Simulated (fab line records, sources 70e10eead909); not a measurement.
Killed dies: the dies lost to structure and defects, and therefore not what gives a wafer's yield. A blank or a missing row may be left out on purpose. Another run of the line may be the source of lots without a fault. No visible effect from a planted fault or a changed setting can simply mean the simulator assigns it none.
What tool caused it? + flow nand harc + Sampling: 13 lots, 39 wafers, 4 of 1302 route steps

WHAT THE GAUGES SHOWED, per wafer
NHARC_END_SORT_01. Usual: killed at array 53, standard deviation 19; killed at other 0.7, standard deviation 1.1; killed at periphery 4.2, standard deviation 2.7; killed dies 58, standard deviation 18; killed open 3.1, standard deviation 1.9; killed short 2.5, standard deviation 1.6.
| lot  | measured     | on        | killed at array | killed at other | killed at periphery | killed dies | killed open | killed short | flag |
|------|--------------|-----------|-----------------|-----------------|---------------------|-------------|-------------|--------------|------|
| L630 | day 29 20:06 | prober-01 | 120 137 129     | 2 0 0           | 3 4 7               | 125 141 136 | 3 3 3       | 4 4 4        | OFF  |

WHICH TOOL RAN EACH LOT (tool, then ch and the chambers of the sampled wafers, then the start)
| lot  | NHARC_A_ONON_D1_DEP_16           | NHARC_THIN_TSV_DEP_43           | NHARC_THIN_TSV_PRE_CLEAN_50             |
|------|----------------------------------|---------------------------------|-----------------------------------------|
| L615 | pecvd onon-01 ch 0, day 7 21:57  | pecvd-04 ch 1,2, day 22 22:59   | pvd sputter-01, no start                |
| L616 | pecvd onon-01 ch 0, day 8 14:15  | pecvd-04 ch 1,2, day 24 08:56   | pvd sputter-01, no start                |
| L617 | pecvd onon-02 ch 0, day 8 14:19  | pecvd-01 ch 1,2, day 24 06:34   | pvd sputter-01, no start                |
| L618 | pecvd onon-01 ch 0, day 9 07:09  | pecvd-02 ch 0,1,2, day 24 07:46 | pvd sputter-03, no start                |
| L619 | pecvd onon-01 ch 0, day 9 17:35  | pecvd-01 ch 0,1,2, day 25 05:48 | pvd sputter-02, no start                |
| L620 | pecvd onon-02 ch 0, day 10 11:34 | pecvd-04 ch 0,2, day 25 04:43   | pvd sputter-02, no start                |
| L621 | pecvd onon-01 ch 0, day 10 19:40 | pecvd-04 ch 0,1,2, day 26 00:26 | pvd sputter-03, no start                |
| L622 | pecvd onon-01 ch 0, day 11 09:31 | pecvd-02 ch 0,2, day 26 21:58   | pvd sputter-02, no start                |
| L623 | pecvd onon-02 ch 0, day 11 09:35 | pecvd-04 ch 0,2, day 26 20:43   | pvd sputter-01, no start                |
| L625 | pecvd onon-04 ch 0, day 12 15:18 | pecvd-01 ch 1,2, day 27 22:22   | pvd sputter-03, no start                |
| L626 | pecvd onon-02 ch 0, day 12 15:26 | pecvd-04 ch 0,2, day 28 03:31   | pvd sputter-01, no start                |
| L627 | pecvd onon-01 ch 0, day 12 23:31 | pecvd-02 ch 1,2, day 27 23:32   | pvd sputter-01, no start                |
| L630 | pecvd onon-02 ch 0, day 14 06:49 | pecvd-02 ch 0,1,2, day 29 03:31 | pvd sputter-02, day 29 20:06 or earlier |
- NHARC_A_ONON_D1_DEP_16: target thk 1000 nm.
- NHARC_THIN_TSV_DEP_43: deposits SiO2, target thk 1328.5 nm.
- NHARC_THIN_TSV_PRE_CLEAN_50: time 30 s.

WHAT THE TOOLS THEMSELVES READ (means of the sampled wafers that have a number; where no wafer has one, the mark that the record gives instead)
NHARC_THIN_TSV_DEP_43. Usual: 15.9 % for throttle valve pct, sd 0.57.
| lot  | tool     | throttle valve pct (%) | flag |
|------|----------|------------------------|------|
| L615 | pecvd-04 | 16.5                   |      |
| L616 | pecvd-04 | 16.7                   |      |
| L617 | pecvd-01 | 15.6                   |      |
| L618 | pecvd-02 | 16.1                   |      |
| L619 | pecvd-01 | 15.6                   |      |
| L620 | pecvd-04 | 16.5                   |      |
| L621 | pecvd-04 | 16.1                   |      |
| L622 | pecvd-02 | 15.8                   |      |
| L623 | pecvd-04 | 16.7                   |      |
| L625 | pecvd-01 | 16.0                   |      |
| L626 | pecvd-04 | 16.3                   |      |
| L627 | pecvd-02 | 15.7                   |      |
| L630 | pecvd-02 | 15.7                   |      |

NHARC_THIN_TSV_PRE_CLEAN_50. Usual: 392 W for heater power w, sd 28.
| lot  | tool           | heater power w (W) | flag |
|------|----------------|--------------------|------|
| L615 | pvd sputter-01 | 400                |      |
| L616 | pvd sputter-01 | 396                |      |
| L617 | pvd sputter-01 | 391                |      |
| L618 | pvd sputter-03 | 372                |      |
| L619 | pvd sputter-02 | 399                |      |
| L620 | pvd sputter-02 | 380                |      |
| L621 | pvd sputter-03 | 384                |      |
| L622 | pvd sputter-02 | 403                |      |
| L623 | pvd sputter-01 | 399                |      |
| L625 | pvd sputter-03 | 356                |      |
| L626 | pvd sputter-01 | 393                |      |
| L627 | pvd sputter-01 | 393                |      |
| L630 | pvd sputter-02 | 378                |      |

THE ANSWER, worked out from the rows above alone
Rule: take the mean of a lot's wafers that have a number; if it is more than 3 standard deviations from the usual mean, the lot is off. A lot without any number at a reading at which 4 lots or more have one is off too. Any other lot the step has rows for is counted as sound. The gauges are gone through in route order, then the tools' own readings, and for those a lot's mean is taken as printed above. At the first step where some lot is off, the reading lying furthest off is the one used; lots without a number count as furthest.
Off: L630, at NHARC_END_SORT_01 (killed dies). Neither off nor sound, because the step has no rows for them: L615, L616, L617, L618, L619, L620, L621, L622, L623, L625, L626, L627.
A tool fits if, at a process step before that reading, it ran every lot that is off, and no sound lot after the first of them. The gauges at NHARC_END_SORT_01 are tried like those tools. With no start given for some of its lots, NHARC_THIN_TSV_PRE_CLEAN_50 uses the hours and lot order of NHARC_END_SORT_01. Can't be told from this: 4 tools fit, pecvd onon-02 at NHARC_A_ONON_D1_DEP_16, pecvd-02 at NHARC_THIN_TSV_DEP_43, pvd sputter-02 at NHARC_THIN_TSV_PRE_CLEAN_50, prober-01 at NHARC_END_SORT_01.

WHAT THE SIMULATOR HAD PUT IN
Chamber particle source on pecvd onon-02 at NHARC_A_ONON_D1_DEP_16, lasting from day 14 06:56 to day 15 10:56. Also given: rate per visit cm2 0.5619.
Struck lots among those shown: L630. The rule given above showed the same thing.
